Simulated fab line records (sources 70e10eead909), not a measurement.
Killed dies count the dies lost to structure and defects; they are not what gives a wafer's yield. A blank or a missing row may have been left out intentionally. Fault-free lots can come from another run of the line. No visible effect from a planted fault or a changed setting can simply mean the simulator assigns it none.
A lot that was struck, set against a sound lot ; flow nand_harc ; 17 steps out of a route of 1302
Sound: the wafers L106.1, L106.2, L106.6. Wafers L113.1, L113.2, L113.5 were the ones struck. The cause is given at the end.
At each step with rows: each side's tool, then ch and its chambers, then its first start. Under that, the readings that differ: sound wafers ; struck wafers ; difference of the means ; sigmas: that difference in standard deviations of wafers without a fault.
alike: same words and numbers on both sides, and readings whose means sit less than 2 such deviations apart. not compared: any withheld reading, any reading some wafer has no value for, any bound like >300 that may hide the same value, and any number with overlapping values for which the record gives no deviation.
The two part at a step that has a row with sigmas, a row that says differs or no value, or rows on one side only. Numbers that don't overlap but have no deviation are shown without sigmas and don't part them. A reading missing from all wafers of one side parts the sides only when that side holds two or more wafers.

NHARC_P_ZERO_WELL_CD_MEAS_11 targets a cd of 500 nm.
  sound on cd_sem-03 ch 0, day 4 19:07; struck on cd_sem-03 ch 0, day 7 17:07
  alike: cd_nm
then, 1 step without rows for these wafers: NHARC_P_ZERO_WELL_HARDBAKE_12 (time 65 s).
NHARC_P_ZERO_WELL_DESCUM_13: chemistry O2, time 3 s.
  sound on rie_diel-03 ch 2,3, day 4 19:16; struck on rie_diel-02 ch 2,3, day 7 17:18
  alike: drypump_motor_current_A, oes_product_au, rf_vpp_V, showerhead_plenum_p_Torr, throttle_valve_pct
  not compared: rf_hours_counter_h
NHARC_P_ZERO_WELL_ETCH_65: etches the open film in N2/H2, target depth 80 nm, overetch 24 nm, time 87.88 s.
  sound on rie_diel-03 ch 1,2, day 4 19:22; struck on rie_diel-02 ch 0,2, day 7 17:24
  alike: drypump_motor_current_A, h2_flow_sccm, oes_product_au, rf_vpp_V, showerhead_plenum_p_Torr, throttle_valve_pct
  not compared: rf_hours_counter_h
NHARC_P_ZERO_WELL_ETCH_62: etches the open film in CHF3/Ar, target depth 13 nm, time 6.5 s.
  sound on rie_diel-03 ch 0,1,2; struck on rie_diel-02 ch 1,3
  alike: drypump_motor_current_A, oes_product_au, rf_vpp_V, showerhead_plenum_p_Torr, throttle_valve_pct
  not compared: rf_hours_counter_h
NHARC_P_ZERO_WELL_ETCH_63: etches the open film in HBr/Cl2, target depth 120 nm, time 40.1 s.
  sound on rie_si-06 ch 0,2,3, day 4 19:34; struck on rie_si-04 ch 1,2,3, day 7 17:46
reading;sound;struck;difference;sigmas
he_backside_leak_sccm (sccm);5.2 3.0 2.7;2.6 2.8 2.7;-0.9;-2
  alike: drypump_motor_current_A, oes_product_au, throttle_valve_pct
  not compared: rf_hours_counter_h
then, 6 steps without rows for these wafers: NHARC_P_ZERO_WELL_STRIP_15 (strips in SPM, time 900 s); NHARC_P_ZERO_WELL_DEHYDRATE_16 (time 120 s); NHARC_P_ZERO_WELL_HMDS_17 (time 30 s); NHARC_P_ZERO_WELL_COAT_18; NHARC_P_ZERO_WELL_SOFTBAKE_19 (time 95 s); NHARC_P_ZERO_WELL_EBR_20.
NHARC_P_ZERO_WELL_EXPOSE_21: exposes mask P NWELL, target cd 720 nm.
  sound on krf_scanner-02 ch 0, day 4 20:18; struck on krf_scanner-04 ch 0, day 7 18:31
reading;sound;struck;difference;sigmas
mask;P_NWELL#0 P_NWELL#0 P_NWELL#0;P_HVPW#0 P_HVPW#0 P_HVPW#0;differs;
  alike: reticle_temp_C
then, 2 steps without rows for these wafers: NHARC_P_ZERO_WELL_PEB_22 (peb time 85 s); NHARC_P_ZERO_WELL_DEVELOP_23 (time 70 s).
NHARC_P_ZERO_WELL_CD_MEAS_24 targets a cd of 720 nm.
  sound on cd_sem-02 ch 0, day 4 20:28; struck on cd_sem-02 ch 0, day 7 18:41
reading;sound;struck;difference;sigmas
cd_nm (nm);722.0 723.0 723.1;- - -;no value on the struck wafers;
then, 1 step without rows for these wafers: NHARC_P_ZERO_WELL_HARDBAKE_25 (time 80 s).

WHERE THEY PART
Earliest at NHARC_P_ZERO_WELL_ETCH_63; latest, in this record, at NHARC_P_ZERO_WELL_CD_MEAS_24.

WHY: what had been put in by the simulator
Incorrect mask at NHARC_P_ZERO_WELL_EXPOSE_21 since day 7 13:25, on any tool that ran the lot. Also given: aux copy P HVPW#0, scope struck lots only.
